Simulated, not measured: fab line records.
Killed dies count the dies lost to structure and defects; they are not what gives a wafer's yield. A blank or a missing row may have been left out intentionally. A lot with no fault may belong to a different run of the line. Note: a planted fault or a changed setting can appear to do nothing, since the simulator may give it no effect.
A struck lot beside a sound one    flow n5_finfet    18 steps out of a route of 1938
Sound: the wafers L692.1, L692.2, L692.6. Wafers L679.3, L679.4, L679.5 were the ones struck. The cause is named last.
Per side, at each step with rows, come the tool, then ch with its chambers, and then its first start. Under that, the readings that differ: sound wafers    struck wafers    difference of the means    sigmas: that difference in standard deviations of wafers without a fault.
alike: readings whose means differ by less than 2 such deviations, and words and numbers that are the same on both sides. not compared: withheld readings, readings that some wafer has no value for, bounds like >300 that may hide the same value, and numbers for which the record gives no deviation and whose values overlap.
Wherever a step has rows on one side only, a row that says differs or no value, or a row with sigmas, the two part there. Non-overlapping numbers with no deviation appear without sigmas and do not part them. Lack of a reading on every wafer of one side parts them only where that side has two or more wafers.

first, 9 steps without rows for these wafers: N5_SD_EPI_P_COAT_35 (time 60 s, resist thk 35 nm); N5_SD_EPI_P_COAT_03 (resist thk 150 nm); N5_SD_EPI_P_EBR_05; N5_SD_EPI_P_SOFTBAKE_04 (time 60 s); N5_SD_EPI_P_EXPOSE_06 (exposes mask SD P BLK, target cd 240 nm); N5_SD_EPI_P_PEB_07 (peb time 60 s); N5_SD_EPI_P_DEVELOP_08 (develop time 30 s); N5_SD_EPI_P_DESCUM_14 (chemistry O2, time 7.9 s); N5_SD_EPI_P_ETCH_36 (etches SiARC in CF4, target depth 45.5 nm, time 75.8 s).
N5_SD_EPI_P_ETCH_37: etches SOC in N2/H2, overetch 108 nm, time 486 s.
  sound on rie_diel-05 ch 1,2, day 8 19:05; struck on rie_diel-05 ch 0,2, day 5 12:53
reading                                      sound              struck             difference  sigmas
rf_fwd_power_W (W)                           2986 2997 3002     3709 3703 3705     +711        +73
rf_vpp_V (V)                                 240.8 240.9 240.5  223.1 225.9 223.9  -16.4       -11
model.SD_EPI_P.cd_nm (nm)                    241.6 239.6 242.6  244.4 245.4 244.6  +3.5        
model.SiARC_of_SD_EPI_P_COAT_35.thk_nm (nm)  19.8 19.8 19.8     16.8 17.2 17.4     -2.7        
  alike: drypump_motor_current_A, oes_product_au, showerhead_plenum_p_Torr, throttle_valve_pct
  not compared: rf_hours_counter_h
then, 3 steps without rows for these wafers: N5_SD_EPI_P_STRIP_38 (strips in N2/H2); N5_SD_EPI_P_ETCHBACK_46 (etches SiNx in CH3F/O2, stops on SiO2, target depth 17.5 nm); N5_SD_EPI_P_ETCH_47 (etches SiOCN in CH3F/O2, target depth 25 nm).
N5_SD_EPI_P_ETCH_16: etches SiO2 in CHF3/O2, target depth 5 nm.
  sound on rie_diel-05 ch 1,2, day 8 19:37; struck on rie_diel-05 ch 0,2, day 5 13:25
reading                                      sound           struck       difference  sigmas
model.SiARC_of_SD_EPI_P_COAT_35.thk_nm (nm)  11.6 11.8 11.6  8.8 9.4 9.4  -2.5        
  alike: drypump_motor_current_A, mfc_ar_sccm, oes_o_777_au, oes_product_au, rf_fwd_power_W, rf_vpp_V, showerhead_plenum_p_Torr, throttle_valve_pct
  not compared: rf_hours_counter_h
then, 1 step without rows for these wafers: N5_SD_EPI_P_STRIP_50 (strips in CHF3/O2).
N5_SD_EPI_P_SD_RECESS_17: chemistry HBr/Cl2/O2, target depth 39.1 nm, bt time 3 s.
  sound on rie_si-02 ch 0,1, day 8 19:41; struck on rie_si-02 ch 0,2, day 5 13:29
reading                    sound              struck             difference  sigmas
model.SD_EPI_P.cd_nm (nm)  241.6 239.6 242.4  244.4 245.2 244.4  +3.5        
  alike: drypump_motor_current_A, oes_o_777_au, oes_product_au, rf_fwd_power_W, throttle_valve_pct
  not compared: rf_hours_counter_h
then, 1 step without rows for these wafers: N5_SD_EPI_P_WET_ETCH_45 (etches SiO2 in dHF, time 10.7 s, target depth 2 nm, rinse time 30 s).
-- the record jumps here: 4 days lie between the struck wafers' starts before and after (it left off in module SD_EPI_P and takes up again in module BEOL_M4, whose first step shown is number 1111 of the route) --
N5_BEOL_M4_RC_MEAS_101:
  sound on prober-01 ch 0, day 14 08:47; struck on prober-02 ch 0, day 10 00:40
  alike: DIBL_N, DIBL_P, IOFF_N, IOFF_P, ION_N, ION_P, SS_N, SS_P, VT_N, VT_P

## WHERE THEY PART
Within this record, at N5_SD_EPI_P_ETCH_37 only. Later steps at which nothing parts them and some readings are alike: N5_SD_EPI_P_ETCH_16, N5_SD_EPI_P_SD_RECESS_17, N5_BEOL_M4_RC_MEAS_101.

WHY: whatever the simulator had introduced
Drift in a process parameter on rie_diel-05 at N5_SD_EPI_P_ETCH_37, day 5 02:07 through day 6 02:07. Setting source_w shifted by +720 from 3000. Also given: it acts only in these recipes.
